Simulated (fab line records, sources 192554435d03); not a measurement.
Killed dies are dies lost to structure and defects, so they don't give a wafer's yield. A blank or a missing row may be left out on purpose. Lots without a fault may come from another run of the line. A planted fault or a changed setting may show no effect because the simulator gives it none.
Which tool did it? | flow n5_finfet | 24 lots, 72 wafers sampled, at 3 steps of a route of 1938

WHAT THE GAUGES READ, wafer by wafer
N5_FIN_CUT_INSPECT_17: inspects for defects (brightfield). Usual: raw_defect_count 220, standard deviation 58.
lot  | measured    | on                | raw_defect_count | flag
L074 | day 2 04:39 | defect_inspect-01 | 261 237 200      |
L075 | day 2 09:48 | defect_inspect-02 | 200 225 208      |
L076 | day 2 16:43 | defect_inspect-01 | 214 313 312      |
L077 | day 2 22:03 | defect_inspect-02 | 223 225 174      |
L078 | day 3 03:38 | defect_inspect-02 | 203 235 204      |
L079 | day 3 09:06 | defect_inspect-01 | 206 218 191      |
L080 | day 3 15:16 | defect_inspect-02 | 189 295 156      |
L081 | day 3 22:01 | defect_inspect-01 | 156 191 177      |
L082 | day 4 06:12 | defect_inspect-02 | 169 224 180      |
L083 | day 4 10:22 | defect_inspect-02 | 316 308 206      |
L084 | day 4 16:37 | defect_inspect-01 | 342 359 382      |
L085 | day 4 22:10 | defect_inspect-01 | 150 120 163      |
L086 | day 5 06:30 | defect_inspect-01 | 261 188 144      |
L087 | day 5 12:02 | defect_inspect-02 | 209 232 160      |
L088 | day 5 15:59 | defect_inspect-02 | 447 204 335      |
L089 | day 5 23:36 | defect_inspect-02 | 157 166 200      |
L090 | day 6 04:31 | defect_inspect-02 | 193 218 202      |
L091 | day 6 12:41 | defect_inspect-02 | 153 185 161      |
L092 | day 6 17:44 | defect_inspect-02 | 176 134 198      |
L093 | day 6 23:23 | defect_inspect-01 | 245 339 329      |
L094 | day 7 04:56 | defect_inspect-01 | 203 245 239      |
L095 | day 7 09:51 | defect_inspect-01 | 214 211 187      |
L096 | day 7 16:39 | defect_inspect-02 | 264 203 134      |
L097 | day 7 21:49 | defect_inspect-01 | 147 185 181      |

WHICH TOOL RAN EACH LOT (tool, then ch and the chambers of the sampled wafers, then the start)
lot  | N5_FIN_SAQP_PECVD_48           | N5_FIN_SAQP_RECESS_71
L074 | pecvd-01 ch 0,1, day 1 21:49   | vapor_etch-01 ch 0,1, day 2 01:39
L075 | pecvd-01 ch 0,1, day 2 03:20   | vapor_etch-01 ch 0,1, day 2 07:05
L076 | pecvd-01 ch 0,1,2, day 2 09:23 | vapor_etch-01 ch 0,1, day 2 13:15
L077 | pecvd-03 ch 0,1, day 2 15:41   | vapor_etch-02 ch 0,1, day 2 19:22
L078 | pecvd-01 ch 0,1, day 2 21:10   | vapor_etch-02 ch 0,1, day 3 00:58
L079 | pecvd-04 ch 0,1,2, day 3 02:40 | vapor_etch-01 ch 1, day 3 06:23
L080 | pecvd-01 ch 0,2, day 3 08:51   | vapor_etch-02 ch 0,1, day 3 12:32
L081 | pecvd-04 ch 1,2, day 3 15:23   | vapor_etch-01 ch 0,1, day 3 19:14
L082 | pecvd-03 ch 0,1,2, day 3 22:37 | vapor_etch-01 ch 0,1, day 4 02:42
L083 | pecvd-04 ch 0,1,2, day 4 03:50 | vapor_etch-01 ch 0,1, day 4 07:42
L084 | pecvd-01 ch 0,2, day 4 09:09   | vapor_etch-01 ch 1, day 4 13:02
L085 | pecvd-04 ch 1,2, day 4 14:57   | vapor_etch-02 ch 0, day 4 19:19
L086 | pecvd-01 ch 0,2, day 4 22:00   | vapor_etch-01 ch 0,1, day 5 01:34
L087 | pecvd-01 ch 0, day 5 04:19     | vapor_etch-02 ch 0, day 5 09:05
L088 | pecvd-03 ch 0,2, day 5 08:50   | vapor_etch-02 ch 0,1, day 5 13:08
L089 | pecvd-01 ch 0,1, day 5 16:57   | vapor_etch-02 ch 0,1, day 5 20:40
L090 | pecvd-03 ch 0,1, day 5 20:39   | vapor_etch-02 ch 0,1, day 6 01:53
L091 | pecvd-03 ch 0,1,2, day 6 05:07 | vapor_etch-02 ch 0,1, day 6 09:59
L092 | pecvd-01 ch 1,2, day 6 11:32   | vapor_etch-02 ch 1, day 6 15:10
L093 | pecvd-01 ch 0,1,2, day 6 16:35 | vapor_etch-02 ch 0,1, day 6 20:13
L094 | pecvd-04 ch 1,2, day 6 21:45   | vapor_etch-01 ch 0,1, day 7 01:29
L095 | pecvd-03 ch 0,1, day 7 02:58   | vapor_etch-01 ch 0,1, day 7 06:53
L096 | pecvd-04 ch 0,1,2, day 7 09:53 | vapor_etch-01 ch 0,1, day 7 13:46
L097 | pecvd-03 ch 1,2, day 7 15:12   | vapor_etch-02 ch 0,1, day 7 18:49
- N5_FIN_SAQP_PECVD_48: deposits SiNx from SiH4/NH3/N2, target thk 25 nm, time 22.1 s.
- N5_FIN_SAQP_RECESS_71: chemistry HF/NH3, target SiO2, target depth 3 nm, afs cycles 1, sublimation time 60 s.

WHAT THE TOOLS THEMSELVES READ (means of the sampled wafers that have a number; where no wafer has one, the mark that the record gives instead)
N5_FIN_SAQP_PECVD_48. Usual: heater_power_outer_w 463 W, standard deviation 77; heater_power_w 748 W, standard deviation 100; showerhead_plenum_p_Torr 5.12 Torr, standard deviation 0.04; throttle_valve_pct 38.9 %, standard deviation 2.4.
lot  | tool     | heater_power_outer_w (W) | heater_power_w (W) | showerhead_plenum_p_Torr (Torr) | throttle_valve_pct (%) | flag
L074 | pecvd-01 | 474                      | 773                | 5.12                            | 37.8                   |
L075 | pecvd-01 | 486                      | 794                | 5.13                            | 37.9                   |
L076 | pecvd-01 | 536                      | 835                | 5.13                            | 38.0                   |
L077 | pecvd-03 | 402                      | 655                | 5.09                            | 43.0                   |
L078 | pecvd-01 | 474                      | 778                | 5.13                            | 37.4                   |
L079 | pecvd-04 | 450                      | 755                | 5.13                            | 38.2                   |
L080 | pecvd-01 | 512                      | 802                | 5.12                            | 38.4                   |
L081 | pecvd-04 | 398                      | 675                | 5.15                            | 38.3                   |
L082 | pecvd-03 | 397                      | 641                | 5.13                            | 40.2                   |
L083 | pecvd-04 | 476                      | 761                | 5.13                            | 38.3                   |
L084 | pecvd-01 | 502                      | 787                | 5.12                            | 38.7                   |
L085 | pecvd-04 | 385                      | 678                | 5.15                            | 38.3                   |
L086 | pecvd-01 | 528                      | 811                | 5.11                            | 38.8                   |
L087 | pecvd-01 | 538                      | 853                | 5.11                            | 38.6                   |
L088 | pecvd-03 | 424                      | 699                | 5.15                            | 38.6                   |
L089 | pecvd-01 | 508                      | 812                | 5.13                            | 37.9                   |
L090 | pecvd-03 | 368                      | 603                | 5.08                            | 43.2                   |
L091 | pecvd-03 | 434                      | 698                | 5.12                            | 40.4                   |
L092 | pecvd-01 | 514                      | 793                | 5.13                            | 38.6                   |
L093 | pecvd-01 | 510                      | 824                | 5.14                            | 38.3                   |
L094 | pecvd-04 | 412                      | 710                | 5.14                            | 38.4                   |
L095 | pecvd-03 | 384                      | 634                | 5.09                            | 43.2                   |
L096 | pecvd-04 | 445                      | 738                | 5.12                            | 38.5                   |
L097 | pecvd-03 | 400                      | 662                | 5.13                            | 39.7                   |

N5_FIN_SAQP_RECESS_71. Usual: drypump_motor_current_A 5.5 A, standard deviation 0.33.
lot  | tool          | drypump_motor_current_A (A) | flag
L074 | vapor_etch-01 | 5.5                         |
L075 | vapor_etch-01 | 5.3                         |
L076 | vapor_etch-01 | 5.3                         |
L077 | vapor_etch-02 | 5.7                         |
L078 | vapor_etch-02 | 5.7                         |
L079 | vapor_etch-01 | 5.0                         |
L080 | vapor_etch-02 | 5.7                         |
L081 | vapor_etch-01 | 5.3                         |
L082 | vapor_etch-01 | 5.5                         |
L083 | vapor_etch-01 | 5.3                         |
L084 | vapor_etch-01 | 5.0                         |
L085 | vapor_etch-02 | 5.8                         |
L086 | vapor_etch-01 | 5.3                         |
L087 | vapor_etch-02 | 5.8                         |
L088 | vapor_etch-02 | 5.7                         |
L089 | vapor_etch-02 | 5.6                         |
L090 | vapor_etch-02 | 5.6                         |
L091 | vapor_etch-02 | 5.7                         |
L092 | vapor_etch-02 | 5.5                         |
L093 | vapor_etch-02 | 5.6                         |
L094 | vapor_etch-01 | 5.5                         |
L095 | vapor_etch-01 | 5.5                         |
L096 | vapor_etch-01 | 5.5                         |
L097 | vapor_etch-02 | 5.7                         |

THE ANSWER, worked out from the rows above alone
Rule: a lot is off if the mean of its wafers that have a number lies more than 3 standard deviations from the usual mean. A lot without any number at a reading at which 4 lots or more have one is off too. The other lots that the step has rows for count as sound. The gauges are gone through in route order, then the tools' own readings, and for those a lot's mean is taken as printed above. The first step at which some lot is off is used, and at that step the reading that is off furthest; a lot without a number counts as furthest.
No lot is off at any reading shown: from this, nothing can be told.

WHAT THE SIMULATOR HAD PUT IN
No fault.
